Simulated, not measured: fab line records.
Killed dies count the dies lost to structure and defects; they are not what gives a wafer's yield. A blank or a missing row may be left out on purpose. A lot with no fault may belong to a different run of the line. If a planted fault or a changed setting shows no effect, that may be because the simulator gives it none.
Matching of chambers / flow n5_finfet / rie_diel-01 running N5_FIN_SAQP_STRIP_55: 4 sister chambers
The step strips in N2/H2. 8 wafers are shown with their chamber, then 9 later ones without.

WAFERS, EACH WITH ITS CHAMBER
wafer=L080.2; chamber=2; drypump_motor_current_A (A)=5.95; oes_product_au (a.u.)=0.91
wafer=L080.5; chamber=3; drypump_motor_current_A (A)=5.44; oes_product_au (a.u.)=0.78
wafer=L080.6; chamber=0; drypump_motor_current_A (A)=5.41; oes_product_au (a.u.)=0.67
wafer=L083.5; chamber=1; drypump_motor_current_A (A)=5.12; oes_product_au (a.u.)=0.90
wafer=L083.6; chamber=3; drypump_motor_current_A (A)=5.43; oes_product_au (a.u.)=0.77
wafer=L084.2; chamber=0; drypump_motor_current_A (A)=5.44; oes_product_au (a.u.)=0.68
wafer=L084.3; chamber=1; drypump_motor_current_A (A)=5.11; oes_product_au (a.u.)=0.89
wafer=L084.4; chamber=2; drypump_motor_current_A (A)=5.92; oes_product_au (a.u.)=0.89

WAFERS WHOSE CHAMBER IS MISSING
wafer=L085.1; drypump_motor_current_A (A)=5.98; oes_product_au (a.u.)=0.88
wafer=L085.2; drypump_motor_current_A (A)=5.11; oes_product_au (a.u.)=0.89
wafer=L085.4; drypump_motor_current_A (A)=5.43; oes_product_au (a.u.)=0.68
wafer=L087.1; drypump_motor_current_A (A)=5.44; oes_product_au (a.u.)=0.76
wafer=L087.3; drypump_motor_current_A (A)=5.13; oes_product_au (a.u.)=0.89
wafer=L087.4; drypump_motor_current_A (A)=5.95; oes_product_au (a.u.)=0.88
wafer=L094.1; drypump_motor_current_A (A)=5.47; oes_product_au (a.u.)=0.65
wafer=L094.4; drypump_motor_current_A (A)=5.13; oes_product_au (a.u.)=0.85
wafer=L094.6; drypump_motor_current_A (A)=5.46; oes_product_au (a.u.)=0.74

WHICH CHAMBER EACH ONE RAN IN
wafer=L085.1; from the rows above=2; in truth=2
wafer=L085.2; from the rows above=1; in truth=1
wafer=L085.4; from the rows above=0; in truth=0
wafer=L087.1; from the rows above=3; in truth=3
wafer=L087.3; from the rows above=1; in truth=1
wafer=L087.4; from the rows above=2; in truth=2
wafer=L094.1; from the rows above=0; in truth=0
wafer=L094.4; from the rows above=1; in truth=1
wafer=L094.6; from the rows above=3; in truth=3
Placed correctly: 9 of 9. Number that these rows cannot place: 0. Placed wrongly: 0.
How it was worked out, from the rows above alone: a wafer's distance from a chamber is the root of the sum, over the readings, of the square of ((its reading less the chamber's mean) divided by the reading's scatter). If the next closest chamber is less than 2 further off than the closest, the wafer can't be placed; otherwise it belongs to the closest. For every chamber, the mean is computed from those of its wafers that are shown. The scatter is the square root of a quotient: the sum, over the shown wafers, of each reading's squared deviation from its chamber's mean, divided by wafers minus chambers.
